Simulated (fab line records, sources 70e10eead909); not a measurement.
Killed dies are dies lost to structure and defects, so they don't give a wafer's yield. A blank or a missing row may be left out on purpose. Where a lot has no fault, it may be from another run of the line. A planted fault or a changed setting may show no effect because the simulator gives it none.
Matching of chambers -- flow nandHarc -- NHARC_A_STAIRCASE_ETCH_253 on rieDiel-12: 4 sister chambers
The step etches the open film in C4F8/O2, target depth 50 nm, time 20.2 s. 7 wafers are shown with their chamber, then 7 later ones without.

## WAFERS, EACH WITH ITS CHAMBER
wafer,chamber,rfVppV (V),oesProductAu (a.u.)
L410.3,1,893,0.965
L410.5,2,903,0.963
L414.1,3,903,0.940
L414.3,0,893,0.942
L414.5,1,893,0.940
L417.1,0,893,0.949
L417.2,2,904,0.970

## WAFERS WHOSE CHAMBER IS MISSING
wafer,rfVppV (V),oesProductAu (a.u.)
L417.6,901,0.968
L424.1,893,0.969
L424.5,902,0.946
L424.6,892,0.965
L423.3,894,0.993
L423.5,903,1.003
L423.6,901,0.960

## EACH ONE'S CHAMBER
wafer,from the rows above,in truth
L417.6,can't be placed: 3 or 2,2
L424.1,can't be placed: 1 or 0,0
L424.5,can't be placed: 3 or 2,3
L424.6,can't be placed: 1 or 0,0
L423.3,can't be placed: 1 or 0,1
L423.5,2,2
L423.6,can't be placed: 3 or 2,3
Correct placement for 1 of the 7. Cannot be placed on the basis of these rows: 6; the candidates contain the true chamber in 6. Placed wrongly: 0.
How it was worked out, from the rows above alone: a wafer's distance from a chamber is the root of the sum, over the readings, of the square of ((its reading less the chamber's mean) divided by the reading's scatter). If the next closest chamber is less than 2 further off than the closest, the wafer can't be placed; otherwise it belongs to the closest. The mean given for a chamber averages the wafers shown for that chamber. How the scatter is found: for the shown wafers, subtract from each reading the mean of its chamber, square and add these, divide the total by (wafers less chambers), then take the root.
